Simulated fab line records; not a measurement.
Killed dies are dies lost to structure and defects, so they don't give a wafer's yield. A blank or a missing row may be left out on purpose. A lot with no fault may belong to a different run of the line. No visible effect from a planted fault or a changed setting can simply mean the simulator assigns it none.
Comparing a struck lot with a sound one	flow nand harc	17 out of 1159 route steps
Sound: these wafers, L213.1, L213.2, L213.3. Struck: wafer L217.2 (left out: L217.4, L217.5 of the same lot, which were not struck); the cause appears at the end.
Per side, at each step with rows, come the tool, then ch with its chambers, and then its first start. Under that, the readings that differ: sound wafers	struck wafers	difference of the means	sigmas: that difference in standard deviations of wafers without a fault.
alike: readings whose means differ by less than 2 such deviations, and words and numbers that are the same on both sides. not compared: withheld readings, readings that some wafer has no value for, bounds like >300 that may hide the same value, and numbers for which the record gives no deviation and whose values overlap.
A row with sigmas, a row that says differs or no value, or rows on one side alone: a step with any of these is where the two part. Non-overlapping numbers with no deviation appear without sigmas and do not part them. A reading missing from all wafers of one side parts the sides only when that side holds two or more wafers.

NHARC_A_M1_ETCH_35: etches the open film in N2/H2, target depth 40 nm, overetch 12 nm, time 43.94 s.
  sound on rie diel-13 ch 0,1,2, day 20 11:42; struck on rie diel-09 ch 3, day 22 05:23
reading	sound	struck	difference	sigmas
rf hours counter h (h)	0 0 0	2	+2	
rf vpp V (V)	431.7 433.2 433.3	427.4	-5.3	-2
showerhead plenum p Torr (Torr)	2.09 2.12 2.14	1.93	-0.19	-2
  alike: drypump motor current A, mfc ar sccm, n2 flow sccm, oes product au, rf fwd power W, throttle valve pct
NHARC_A_M1_ETCH_15: etches the open film in C4F8/Ar, target depth 182.5 nm, time 91.2 s.
  sound: rie diel-13 ch 0,1,3; struck: rie diel-09 ch 1
reading	sound	struck	difference	sigmas
rf hours counter h (h)	0 0 0	2	+2	
rf vpp V (V)	440.2 443.5 443.9	437.0	-5.5	-2
  alike: oes product au, rf fwd power W
NHARC_A_M1_CD_MEAS_16:
  sound: cd sem-02 at day 20 11:55; struck: cd sem-03 at day 22 05:36
  alike: cd nm
then, 3 steps without rows for these wafers: NHARC_A_M1_STRIP_18 (strips in N2/H2); NHARC_A_M1_ETCH_28 (etches the open film in CF4/N2, target depth 30 nm, time 72.99 s); NHARC_A_M1_STRIP_19 (strips in post etch residue remover, time 600 s).
NHARC_A_M1_DEGAS_29: time 60 s.
  sound: pvd sputter-02 at day 20 12:42; struck: pvd sputter-03 at day 22 06:19
  alike: heater power w, susceptor temp C
NHARC_A_M1_PRE_CLEAN_30: time 30 s.
  sound on pvd sputter-02; struck on pvd sputter-03
  alike: heater power w, susceptor temp C
NHARC_A_M1_PVD_20: deposits TaN, target thk 5 nm, time 8.06 s.
  sound on pvd sputter-02; struck on pvd sputter-03
  alike: cathode dc power W, chamber pressure pa, throttle valve pct
then, 3 steps without rows for these wafers: NHARC_A_M1_PVD_21 (deposits Cu, target thk 30 nm, time 20.49 s); NHARC_A_M1_ECD_22 (material Cu, target thk 400 nm); NHARC_A_M1_ANNEAL_31 (time 90 s).
NHARC_A_M1_CMP_23: polishes, t overpolish 20 s, target thk 154.34 nm.
  sound on cmp-01 ch 1,2,3, day 20 13:50; struck on cmp-03 ch 1, day 22 07:25
reading	sound	struck	difference	sigmas
motor current A (A)	11.6 11.0 12.5	15.1	+3.4	+2
time to endpoint s (s)	25.7 32.5 26.8	37.6	+9.3	+4
after that, 1 step had no rows for these wafers: NHARC_A_M1_SRD_25.
NHARC_A_M1_INSPECT_27:
  sound: defect inspect-01 at day 20 14:17; struck: defect inspect-01 at day 22 07:52
reading	sound	struck	difference	sigmas
raw defect count	370 465 363	4737	+4338	+36
then, 1 step without rows for these wafers: NHARC_A_M1_PRE_CLEAN_32 (time 12 s).
NHARC_END_SORT_01:
  sound on prober-01 ch 0, day 21 19:26; struck on prober-02 ch 0, day 24 04:01
reading	sound	struck	difference	sigmas
defect limited yield (%)	96.0 96.5 96.3	0	-96	-64
killed at array	24 23 22	675	+652	+65
killed dies	27 24 25	677	+652	+65
killed open	1 1 3	6	+4	+2
sort_bin_3_pct (%)	0.15 0 0.30	94.68	+94.53	+99 or more
sort n pass	650 653 652	0	-652	-65
sort rim yield pct (%)	90.6 99.1 97.2	0	-96	-32
sort yield pct (%)	96.0 96.5 96.3	0	-96	-64
  alike: killed at other, killed at periphery, killed short, sort_bin_2_pct, sort_bin_4_pct

== WHERE THEY PART ==
Earliest at NHARC_A_M1_ETCH_35; latest, in this record, at NHARC_END_SORT_01.

WHY: what had been put in by the simulator
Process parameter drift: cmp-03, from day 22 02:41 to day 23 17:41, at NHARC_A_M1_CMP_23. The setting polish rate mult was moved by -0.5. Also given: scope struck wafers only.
